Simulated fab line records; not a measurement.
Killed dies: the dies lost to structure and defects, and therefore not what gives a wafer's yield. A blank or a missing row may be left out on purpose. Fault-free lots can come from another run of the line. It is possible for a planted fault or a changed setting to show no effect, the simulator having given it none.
Matching of chambers :: flow nand-harc :: NHARC_A_STAIRCASE_DEP_151 on pecvd-02 has 3 sister chambers
The step deposits SiO2, target thk 7200 nm. 14 wafers are shown with their chamber, then 7 later ones without.

== WAFERS, EACH WITH ITS CHAMBER ==
wafer: L077.2
chamber: 2
heater-power-w (W): 543
susceptor-temp-C (C): 399.71

wafer: L077.3
chamber: 0
heater-power-w (W): 616
susceptor-temp-C (C): 400.15

wafer: L077.5
chamber: 2
heater-power-w (W): 438
susceptor-temp-C (C): 400.02

wafer: L079.1
chamber: 0
heater-power-w (W): 632
susceptor-temp-C (C): 399.94

wafer: L079.2
chamber: 2
heater-power-w (W): 514
susceptor-temp-C (C): 400.13

wafer: L079.4
chamber: 1
heater-power-w (W): 578
susceptor-temp-C (C): 399.85

wafer: L088.3
chamber: 0
heater-power-w (W): 562
susceptor-temp-C (C): 400.06

wafer: L088.4
chamber: 2
heater-power-w (W): 436
susceptor-temp-C (C): 399.98

wafer: L088.6
chamber: 0
heater-power-w (W): 533
susceptor-temp-C (C): 400.16

wafer: L090.1
chamber: 1
heater-power-w (W): 647
susceptor-temp-C (C): 399.81

wafer: L090.2
chamber: 2
heater-power-w (W): 505
susceptor-temp-C (C): 400.20

wafer: L090.3
chamber: 0
heater-power-w (W): 672
susceptor-temp-C (C): 399.79

wafer: L092.1
chamber: 2
heater-power-w (W): 488
susceptor-temp-C (C): 400.10

wafer: L092.2
chamber: 1
heater-power-w (W): 694
susceptor-temp-C (C): 399.59

SIGNATURES (means of the wafers above)
reading: heater-power-w
chamber 0: 603.00
chamber 1: 639.67
chamber 2: 487.33
scatter within a chamber: 50.8

reading: susceptor-temp-C
chamber 0: 400.0200
chamber 1: 399.7500
chamber 2: 400.0233
scatter within a chamber: 0.161
Rule: a wafer's distance from a chamber is the root of the sum, over the readings, of the square of ((its reading less the chamber's mean) divided by the reading's scatter). If the next closest chamber is less than 2 further off than the closest, the wafer can't be placed; otherwise it belongs to the closest. The scatter is the square root of a quotient: the sum, over the shown wafers, of each reading's squared deviation from its chamber's mean, divided by wafers minus chambers.

== WAFERS MISSING THEIR CHAMBER ==
wafer: L092.5
heater-power-w (W): 442
susceptor-temp-C (C): 400.38

wafer: L093.1
heater-power-w (W): 684
susceptor-temp-C (C): 399.93

wafer: L093.2
heater-power-w (W): 667
susceptor-temp-C (C): 399.77

wafer: L093.5
heater-power-w (W): 442
susceptor-temp-C (C): 399.65

wafer: L094.1
heater-power-w (W): 682
susceptor-temp-C (C): 400.26

wafer: L094.3
heater-power-w (W): 555
susceptor-temp-C (C): 399.82

wafer: L094.5
heater-power-w (W): 463
susceptor-temp-C (C): 400.18

== WHICH CHAMBER EACH WENT THROUGH ==
wafer: L092.5
from the rows above: can't be placed: 2 or 0
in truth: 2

wafer: L093.1
from the rows above: can't be placed: 1 or 0
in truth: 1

wafer: L093.2
from the rows above: can't be placed: 1 or 0
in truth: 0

wafer: L093.5
from the rows above: can't be placed: 2 or 0 or 1
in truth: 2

wafer: L094.1
from the rows above: can't be placed: 0 or 1 or 2
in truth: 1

wafer: L094.3
from the rows above: can't be placed: 0 or 1 or 2
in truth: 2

wafer: L094.5
from the rows above: can't be placed: 2 or 0
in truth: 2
Placed correctly: 0 of 7. These rows do not allow placing 7 (true chamber among the candidates in 7). Placed wrongly: 0.
